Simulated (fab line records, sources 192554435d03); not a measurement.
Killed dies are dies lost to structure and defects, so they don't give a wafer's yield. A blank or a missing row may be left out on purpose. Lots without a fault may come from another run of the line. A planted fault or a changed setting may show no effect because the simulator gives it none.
fab line records | flow n5_finfet
record lots=6 wafers=18 last_day=19
route steps=1938 shown BEOL_M4@1050 PASSIVATION@1936
lots that met no fault: from a run of the same line without faults
start_h: hours from the record's first day to the start of the lot's first wafer shown | wait_h: hours since the lot's step before | " the same as in the row above | L1.1+2: a row that stands for several wafers | - no value, or no start given | * or withheld: withheld | < > ~ a bound
route shown NAME@n: a module of which the file shows steps, and the number in the route of the first | usual: mean/standard deviation of fault-free wafers | same: alike in all rows | chamber/n: place in a boat | sites: the reading at each site | _std_site: their standard deviation | _edge_site: outer sites' mean less inner sites' | radius_mm: how far each site lies from the wafer's centre | mask NAME#n: copy n | behind: the tool/chamber that last shaped the wafer | hold: why the lot was held/for how many hours/how that ended | device: the transistor (n, p or np) that didn't switch | end of line: the same wafers' tests at the end of the route | a step without rows: its recipe alone | killed: dies lost to structure and defects at the first sort, not the wafer's yield | map: a wafer's dies, x killed, . not, _ none there
set.NAME: the setting as run; set.NAME@STEP: as run at that earlier step | model.NAME: the simulator's own value behind a step, which no gauge read
lots at some steps of the route; a table a step, a row a wafer
services: from which hour (start_h, from the record's first day; less than 0 if before it) a tool's chamber was out of use, for how many hours, and why
## steps
# step N5_BEOL_M4_COAT_22
# recipe resist=CAR-EUV spin_rpm=1500 resist_thk_nm=30
# step N5_BEOL_M4_EBR_24
# recipe solvent=PGMEA ebr_width_mm=1.5
# step N5_BEOL_M4_SOFTBAKE_23
# recipe temp_c=110 time_s=60 resist=CAR-EUV
# step N5_BEOL_M4_EXPOSE_25
# recipe mask_id=V3 na=0.33 source_shape=quasar sigma_inner=0.2 sigma_outer=0.8 polarization=unpolarized defocus_nm=5 dose_mj=63
# step N5_BEOL_M4_PEB_26
# recipe peb_temp_c=100 peb_time_s=60 resist=CAR-EUV
# step N5_BEOL_M4_DEVELOP_27
# recipe develop_time_s=30 developer=TMAH resist=CAR-EUV rinse_liquid=surfactant_rinse dry=air_spin dev_temp_c=23
# step N5_BEOL_M4_CD_MEAS_28
# recipe target_cd_nm=26.2 landing_energy_ev=500 detector=se_inlens target_cd_y_nm=24.1 polarity=opening
# usual cd_nm=26.17/0.23
# columns lot.wafer tool chamber start_h wait_h cd_nm
L481.3 cd_sem-01 0 167.98 - 26.08
L481.4 " 0 " " 26.42
L481.6 " 0 " " 26.22
L484.2 cd_sem-02 0 184.54 - 25.62
L484.4 " 0 " " 25.81
L484.5 " 0 " " 26.50
L491.1 cd_sem-03 0 214.27 - 25.93
L491.3 " 0 " " 26.20
L491.6 " 0 " " 26.18
L492.3 cd_sem-02 0 238.51 - 26.55
L492.4 " 0 " " 26.13
L492.5 " 0 " " 26.05
L496.3 cd_sem-01 0 262.34 - 26.07
L496.4 " 0 " " 26.53
L496.6 " 0 " " 26.21
L503.2 cd_sem-01 0 314.21 - 26.18
L503.4 " 0 " " 26.07
L503.5 " 0 " " 26.41
# step N5_BEOL_M4_OVL_MEAS_29
# recipe points_per_wafer=522
# usual V3_OVL=0.1/0.63
# same points_per_wafer=522
# columns lot.wafer tool chamber start_h wait_h V3_OVL[nm]
L481.3 overlay-02 0 168.02 0.0 -0.8
L481.4 " 0 " " -1.1
L481.6 " 0 " " -0.7
L484.2 overlay-02 0 184.58 0.0 0.9
L484.4 " 0 " " 0.4
L484.5 " 0 " " -0.3
L491.1 overlay-02 0 214.30 0.0 1.1
L491.3 " 0 " " 2.0
L491.6 " 0 " " 1.8
L492.3 overlay-01 0 238.56 0.0 -0.7
L492.4 " 0 " " -1.3
L492.5 " 0 " " -0.2
L496.3 overlay-01 0 262.38 0.0 0.3
L496.4 " 0 " " -0.1
L496.6 " 0 " " 0.6
L503.2 overlay-02 0 314.24 0.0 0.7
L503.4 " 0 " " 1.0
L503.5 " 0 " " 1.5
# step N5_BEOL_M4_INSPECT_30
# recipe mode=adi inspect_instrument=brightfield
# usual raw_defect_count=432/100
# columns lot.wafer tool chamber start_h wait_h raw_defect_count
L481.3 defect_inspect-01 - 168.07 0.0 585
L481.4 " - " " 418
L481.6 " - " " 356
L484.2 defect_inspect-02 - 184.63 0.0 398
L484.4 " - " " 389
L484.5 " - " " 423
L491.1 defect_inspect-01 - 214.36 0.1 446
L491.3 " - " " 374
L491.6 " - " " 438
L492.3 defect_inspect-01 - 238.61 0.0 535
L492.4 " - " " 341
L492.5 " - " " 493
L496.3 defect_inspect-01 - 262.42 0.0 359
L496.4 " - " " 403
L496.6 " - " " 380
L503.2 defect_inspect-01 - 314.30 0.0 603
L503.4 " - " " 531
L503.5 " - " " 642
# step N5_BEOL_M4_DESCUM_33
# recipe chemistry=O2 time_s=7 source_power_w=50 bias_power_w=20 pressure_mtorr=20 rf_frequency_hz=2.712e+07 temp_c=40 resist=CAR-EUV o2_flow_sccm=225
# usual drypump_motor_current_A=5.7/0.39 oes_product_au=0.80/0.091 rf_fwd_power_W=49.37/0.25 rf_vpp_V=243.7/1.4 showerhead_plenum_p_Torr=2.12/0.078 throttle_valve_pct=20.46/0.26
# columns lot.wafer tool chamber start_h wait_h drypump_motor_current_A oes_product_au rf_fwd_power_W rf_hours_counter_h rf_vpp_V showerhead_plenum_p_Torr throttle_valve_pct
L481.3 rie_diel-05 2 168.10 0.0 6.1 0.74 49.05 169 243.9 2.18 20.72
L481.4 " 0 " " 6.1 0.70 49.52 233 241.7 1.98 20.36
L481.6 " 3 " " 6.1 0.73 49.68 - 241.8 2.00 20.46
L484.2 rie_diel-01 3 184.95 0.3 5.7 0.93 49.96 12 245.3 2.23 20.67
L484.4 " 0 " " 5.1 0.80 49.27 103 244.6 2.19 20.42
L484.5 " 0 " " 5.1 0.80 49.16 - 243.8 2.20 20.43
L491.1 rie_diel-01 3 214.39 0.0 5.7 0.91 49.66 23 246.0 2.23 20.69
L491.3 " 1 " " 6.1 0.87 49.17 51 244.8 2.12 20.13
L491.6 " 2 " " 5.5 0.86 49.49 - 243.5 2.13 20.29
L492.3 rie_diel-01 1 238.64 0.0 6.1 0.85 49.14 59 243.4 2.11 20.11
L492.4 " 0 " " 5.1 0.77 48.94 122 243.7 2.19 20.46
L492.5 " 0 " " 5.2 0.77 49.15 - 244.1 2.19 20.46
L496.3 rie_diel-01 0 262.65 0.2 5.1 0.77 49.24 130 243.8 2.18 20.46
L496.4 " 3 " " 5.7 0.87 49.66 40 245.2 2.22 20.73
L496.6 " 2 " " 5.6 0.84 49.89 - 243.9 2.12 20.34
L503.2 rie_diel-01 3 314.33 0.0 5.6 0.85 49.41 55 244.6 2.22 20.75
L503.4 " 0 " " 5.2 0.75 49.14 145 243.0 2.18 20.51
L503.5 " 3 " " 5.7 0.85 49.98 - 245.1 2.22 20.74
# step N5_BEOL_M4_ETCH_77
# recipe chemistry=N2/H2 target=underlayer target_depth_a=65 mask_material=CAR-EUV time_s=5.2 ion_energy_ev=200 pressure_mtorr=30 source_w=840 bias_w=150 n2_flow_sccm=200 h2_flow_sccm=200 ends=cleared
# usual drypump_motor_current_A=5.7/0.39 etch_rf_on_time_s=5.25/0.12 oes_product_au=0.68/0.078 rf_fwd_power_W=819.2/2.4 rf_vpp_V=524.9/2.9 showerhead_plenum_p_Torr=2.58/0.1 throttle_valve_pct=17.85/0.21
# columns lot.wafer tool chamber start_h wait_h drypump_motor_current_A etch_rf_on_time_s oes_product_au rf_fwd_power_W rf_hours_counter_h rf_vpp_V showerhead_plenum_p_Torr throttle_valve_pct
L481.3 rie_diel-05 2 168.14 0.0 6.1 5.26 0.63 813.4 169 528.6 2.64 18.01
L481.4 " 0 " " 6.1 5.18 0.59 821.1 233 519.4 2.40 17.82
L481.6 " 3 " " 6.1 5.24 0.62 819.5 - 521.1 2.41 17.76
L484.2 rie_diel-01 3 184.98 0.0 5.7 5.34 0.78 819.2 12 528.2 2.72 18.10
L484.4 " 0 " " 5.2 5.40 0.67 818.6 103 527.5 2.67 17.77
L484.5 " 0 " " 5.2 5.32 0.67 817.4 - 525.7 2.66 17.79
L491.1 rie_diel-01 3 214.43 0.0 5.7 5.29 0.75 821.8 23 527.7 2.71 18.11
L491.3 " 1 " " 6.1 5.15 0.74 822.0 51 523.8 2.59 17.64
L491.6 " 2 " " 5.5 5.29 0.72 817.0 - 525.8 2.59 17.70
L492.3 rie_diel-01 1 238.68 0.0 6.1 5.01 0.73 822.1 59 527.0 2.58 17.67
L492.4 " 0 " " 5.2 5.28 0.65 818.5 122 527.0 2.66 17.80
L492.5 " 0 " " 5.2 5.31 0.65 819.0 - 526.5 2.66 17.80
L496.3 rie_diel-01 0 262.68 0.0 5.1 5.39 0.65 820.5 130 527.1 2.65 17.78
L496.4 " 3 " " 5.7 5.28 0.74 822.3 40 531.0 2.70 18.15
L496.6 " 2 " " 5.5 5.22 0.72 817.3 - 523.4 2.58 17.70
L503.2 rie_diel-01 3 314.37 0.0 5.7 5.30 0.71 822.1 55 529.2 2.70 18.19
L503.4 " 0 " " 5.1 5.45 0.63 820.5 145 527.6 2.65 17.86
L503.5 " 3 " " 5.7 5.33 0.73 823.2 - 527.6 2.70 18.17
# step N5_BEOL_M4_ETCH_69
# recipe chemistry=CF4 target=SiARC target_depth_a=156 mask_material=CAR-EUV time_s=26 ion_energy_ev=80 pressure_mtorr=40 source_w=545 bias_w=36 Ar_flow_sccm=100 cf4_flow_sccm=100 ends=cleared
# usual drypump_motor_current_A=5.7/0.39 etch_rf_on_time_s=26.2/0.54 oes_product_au=0.68/0.077 rf_fwd_power_W=531.8/1.7 rf_vpp_V=184.4/1.2 showerhead_plenum_p_Torr=2.17/0.08 throttle_valve_pct=15.63/0.25
# columns lot.wafer tool chamber start_h wait_h drypump_motor_current_A etch_rf_on_time_s oes_product_au rf_fwd_power_W rf_hours_counter_h rf_vpp_V showerhead_plenum_p_Torr throttle_valve_pct
L481.3 rie_diel-05 2 168.15 0.0 6.1 26.4 0.64 533.4 169 185.0 2.21 15.79
L481.4 " 0 " " 6.1 25.8 0.60 531.6 233 182.7 2.03 15.60
L481.6 " 3 " " 6.1 25.5 0.63 530.9 - 182.5 2.04 15.64
L484.2 rie_diel-01 3 185.00 0.0 5.7 26.3 0.79 532.1 12 185.5 2.29 15.84
L484.4 " 0 " " 5.1 26.8 0.66 533.9 103 183.3 2.24 15.58
L484.5 " 0 " " 5.2 26.6 0.67 529.7 - 186.3 2.24 15.61
L491.1 rie_diel-01 3 214.44 0.0 5.7 26.3 0.77 531.5 23 186.1 2.29 15.88
L491.3 " 1 " " 6.1 25.6 0.74 531.4 51 184.7 2.17 15.32
L491.6 " 2 " " 5.5 26.4 0.73 532.9 - 184.4 2.17 15.39
L492.3 rie_diel-01 1 238.69 0.0 6.1 25.6 0.73 532.3 59 183.0 2.16 15.33
L492.4 " 0 " " 5.1 26.5 0.65 532.7 122 185.2 2.24 15.63
L492.5 " 0 " " 5.1 26.4 0.66 533.7 - 185.0 2.24 15.62
L496.3 rie_diel-01 0 262.70 0.0 5.2 26.9 0.64 528.4 130 187.5 2.23 15.64
L496.4 " 3 " " 5.7 26.4 0.74 532.4 40 184.3 2.28 15.90
L496.6 " 2 " " 5.5 26.5 0.72 528.6 - 183.1 2.16 15.43
L503.2 rie_diel-01 3 314.38 0.0 5.7 26.2 0.73 535.7 55 186.5 2.28 15.94
L503.4 " 0 " " 5.2 27.0 0.63 530.7 145 185.1 2.23 15.68
L503.5 " 3 " " 5.7 26.2 0.72 535.2 - 186.9 2.28 15.93
# step N5_BEOL_M4_ALD_98
# recipe material=SiO2 target_thk_a=25 temp_c=100 ald_precursor_family=BDEAS ald_co_reactant=O2-plasma pulse_time_s=1 co_reactant_pulse_time_s=1 purge_time_s=2 co_reactant_purge_time_s=2 ald_cycles=17 pressure_torr=2
# usual ald_cycles=17/0 heater_power_w=79/3.7 precursor_pulse_height_rel=0.999/0.019
# same co_reactant_pulse_time_s=1
# columns lot.wafer tool chamber start_h wait_h ald_cycles heater_power_w precursor_pulse_height_rel model.SiO2_of_BEOL_M4_ALD_98.thk_nm
L481.3 ald_sin-02 0 168.23 0.1 17 76 0.996 2.4
L481.4 " 1 " " 17 86 1.005 2.6
L481.6 " 2 " " 17 80 0.988 2.6
L484.2 ald_sin-02 3 185.37 0.3 17 78 1.029 2.4
L484.4 " 1 " " 17 84 0.998 2.6
L484.5 " 3 " " 17 80 0.989 2.4
L491.1 ald_sin-03 2 214.52 0.1 17 76 1.010 2.6
L491.3 " 0 " " 17 72 1.025 2.4
L491.6 " 1 " " 9 84 0.993 1.4
L492.3 ald_sin-03 2 238.80 0.1 17 78 0.971 2.4
L492.4 " 1 " " 17 82 1.017 2.4
L492.5 " 2 " " 9 79 1.039 1.4
L496.3 ald_sin-01 3 262.78 0.1 17 80 0.998 2.4
L496.4 " 2 " " 17 81 1.018 2.6
L496.6 " 0 " " 17 80 1.011 2.4
L503.2 ald_sin-02 0 314.46 0.1 17 79 1.017 2.6
L503.4 " 2 " " 17 83 1.003 2.6
L503.5 " 3 " " 17 83 0.995 2.6
# step N5_BEOL_M4_ETCHBACK_99
# recipe chemistry=CHF3 target=SiO2 target_depth_a=50 time_s=10.4 source_w=215 bias_w=47 Ar_flow_sccm=200 CHF3_flow_sccm=12 ion_energy_ev=100 pressure_mtorr=30
# usual drypump_motor_current_A=5.7/0.4 oes_product_au=0.81/0.1 rf_fwd_power_W=212.4/0.83 rf_vpp_V=241/4.8 showerhead_plenum_p_Torr=2.19/0.086 throttle_valve_pct=17.06/0.28
# columns lot.wafer tool chamber start_h wait_h drypump_motor_current_A oes_product_au rf_fwd_power_W rf_hours_counter_h rf_vpp_V showerhead_plenum_p_Torr throttle_valve_pct
L481.3 rie_diel-01 3 168.43 0.1 5.7 0.95 213.5 7 238 2.30 17.30
L481.4 " 0 " " 5.2 0.79 212.1 98 245 2.25 16.98
L481.6 " 0 " " 5.2 0.79 213.2 - 245 2.25 16.97
L484.2 rie_diel-01 2 185.49 0.1 5.5 0.88 213.2 45 246 2.18 16.82
L484.4 " 3 " " 5.7 0.92 212.6 12 236 2.30 17.29
L484.5 " 3 " " 5.7 0.92 213.3 - 236 2.30 17.30
L491.1 rie_diel-01 1 215.64 1.1 6.1 0.87 210.9 51 249 2.20 16.86
L491.3 " 3 " " 5.7 0.89 213.5 23 237 2.30 17.31
L491.6 " 2 " " 5.5 0.86 213.1 - 247 2.17 16.86
L492.3 rie_diel-03 1 239.19 0.3 6.1 0.95 213.3 14 238 2.11 16.45
L492.4 " 3 " " 5.1 0.69 212.3 211 241 2.04 17.36
L492.5 " 1 " " 6.1 0.95 213.2 - 238 2.11 16.44
L496.3 rie_diel-05 1 281.40 18.6 5.5 0.93 211.8 4 236 2.10 16.81
L496.4 " 0 " " 6.1 0.92 212.0 19 238 2.29 16.66
L496.6 " 2 " " 6.1 0.70 211.0 - 246 2.22 17.37
L503.2 rie_diel-05 3 329.39 14.9 6.1 1.00 212.5 1 236 2.28 16.64
L503.4 " 3 " " 6.1 0.99 212.9 - 236 2.28 16.66
L503.5 " 0 " " 6.1 0.88 211.9 - 235 2.29 16.70
# step N5_BEOL_M4_RC_MEAS_101
# usual DIBL_N=36.3/2.2 DIBL_P=36.0/2.4 IOFF_N=0.16/0.042 IOFF_P=0.22/0.041 ION_N=672/14 ION_P=462/7.9 SS_N=71.7/0.76 SS_P=73.3/0.72 VT_N=250/3.6 VT_P=-249/3
# columns lot.wafer tool chamber start_h wait_h DIBL_N[mV/V] DIBL_P[mV/V] IOFF_N[nA/um] IOFF_P[nA/um] ION_N[uA/um] ION_P[uA/um] SS_N[mV/dec] SS_P[mV/dec] VT_N[mV] VT_P[mV]
L481.3 prober-02 0 176.06 0.3 37.1 36.9 0.17 0.24 673 463 71.3 72.7 251 -247
L481.4 " 0 " " 36.5 36.9 0.18 0.25 672 465 70.9 73.6 246 -246
L481.6 " 0 " " 37.1 37.1 0.16 0.25 666 460 72.0 73.4 250 -248
L484.2 prober-02 0 192.12 0.2 36.5 37.3 0.15 0.23 654 455 72.0 73.1 253 -251
L484.4 " 0 " " 33.4 33.7 0.13 0.18 669 462 70.8 72.4 252 -253
L484.5 " 0 " " 36.3 37.2 0.16 0.24 667 464 71.6 73.4 248 -249
L491.1 prober-01 0 219.96 0.0 37.7 35.5 0.15 0.23 667 467 71.8 73.7 254 -249
L491.3 " 0 " " 35.2 32.9 0.12 0.18 659 454 70.6 72.1 254 -253
L491.6 " 0 " " 36.2 34.2 0.13 0.19 652 453 71.6 73.0 254 -250
L492.3 prober-02 0 243.75 0.3 34.7 34.9 0.15 0.21 669 467 71.2 73.2 248 -250
L492.4 " 0 " " 36.3 36.5 0.19 0.23 682 468 72.6 73.5 249 -248
L492.5 " 0 " " 37.1 37.6 0.20 0.26 679 465 72.4 72.7 246 -247
L496.3 prober-01 0 285.80 0.3 34.3 31.1 0.11 0.15 652 451 70.7 73.0 254 -255
L496.4 " 0 " " 42.5 39.2 0.32 0.30 680 469 74.0 74.4 243 -246
L496.6 " 0 " " 38.5 36.7 0.19 0.24 682 466 72.0 74.3 246 -248
L503.2 prober-02 0 334.07 0.2 37.4 38.5 0.18 0.21 685 464 71.3 73.4 246 -250
L503.4 " 0 " " 40.0 41.9 0.24 0.28 691 470 72.4 74.4 244 -251
L503.5 " 0 " " 38.7 40.5 0.21 0.24 692 465 71.8 73.6 245 -249
# step N5_PASSIVATION_PROBE_49
# usual defect_limited_yield=91.3/1.7 killed_at_M0_to_M3=33/9.9 killed_at_M4_up=14/6.4 killed_at_contacts=12/7 killed_at_front_end=41/13 killed_at_other=3.1/2.9 killed_dies=103/20 killed_open=67/14 killed_short=34/9.4 sort_bin_4_leakage=0.03/0.24 sort_bin_5_function=5.1/1.1 sort_bin_6_memory=3.2/0.79 sort_bin_8_speed=0.02/0.15 sort_n_pass=1077/21 sort_yield_pct=91.2/1.7
# same gross_dies=1180 killed_at_back_side=0
# columns lot.wafer tool chamber start_h wait_h defect_limited_yield[%] killed_at_M0_to_M3 killed_at_M4_up killed_at_contacts killed_at_front_end killed_at_other killed_dies killed_open killed_short sort_bin_4_leakage[%] sort_bin_5_function[%] sort_bin_6_memory[%] sort_bin_8_speed[%] sort_n_pass sort_yield_pct[%]
L491.6 prober-02 - 317.61 0.3 90.3 25 17 13 60 0 115 63 42 0 5.4 3.1 0 1065 90.3
# killed by level:class
L491.6 FIN_SAQP:geometric_particle:short=16 FIN_SAQP:geometric_particle:open=12 BEOL_M4:geometric_particle:open=11 MOL_CONTACT_COAG:geometric_particle:open=10 BEOL_M2:geometric_particle:open=10 HKMG_FIN:area_etch=10 STI_FIN_REVEAL:geometric_particle:open=6 STARTING-WAFER:geometric_particle:short=5
## services
# columns tool chamber start_h hours kind
rie_diel-05 - 147.61 14.6 pm
rie_diel-05 0 175.21 1.2 repair
ald_sin-03 - 176.75 14.0 pm
rie_diel-01 - 216.73 1.2 repair
rie_diel-05 0 218.65 - clean
rie_diel-05 0 218.65 - consumable_replace:focus_ring
rie_diel-05 0 218.65 - consumable_replace:showerhead
ald_sin-02 2 224.19 2.0 repair
ald_sin-02 3 225.22 17.1 repair
rie_diel-05 1 237.91 6.5 repair
rie_diel-05 1 244.59 - clean
rie_diel-05 1 244.59 - consumable_replace:focus_ring
rie_diel-05 1 244.59 22.0 scheduled_down
ald_sin-01 3 254.58 2.8 repair
rie_diel-03 0 258.93 7.9 repair
rie_diel-03 1 266.71 8.6 repair
ald_sin-01 - 268.25 14.0 pm
ald_sin-03 - 274.20 1.3 repair
rie_diel-03 1 289.50 8.2 repair
ald_sin-03 3 303.65 10.1 repair
rie_diel-05 1 308.63 4.9 repair
rie_diel-03 2 309.62 9.7 repair
ald_sin-03 1 315.05 4.1 repair
rie_diel-05 1 329.31 1.2 repair
## key
first_sign step=N5_BEOL_M4_ALD_98 reading=ald_cycles direction=down sigmas=99+ usual=* struck=*
effect none on later readings
model_effect step=N5_BEOL_M4_ALD_98 value=SiO2_of_BEOL_M4_ALD_98.thk_nm without=2.5 struck=1.4
met_at N5_BEOL_M4_ALD_98
struck_wafers L491.6,L492.5
baseline_loss step=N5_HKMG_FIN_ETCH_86 wafers=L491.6
fault kind=process_parameter_drift tool=ald_sin-03 chamber=- onset_h=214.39 steps=N5_BEOL_M4_ALD_98 channel=ald_cycles offset=* shape=step end_h=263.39 scope=struck_wafers_only acts_in=* stated=*
# baseline_loss: these wafers lose ten dies or more at that step, a loss of the line's own and not of a fault; the sort's usual values leave them out
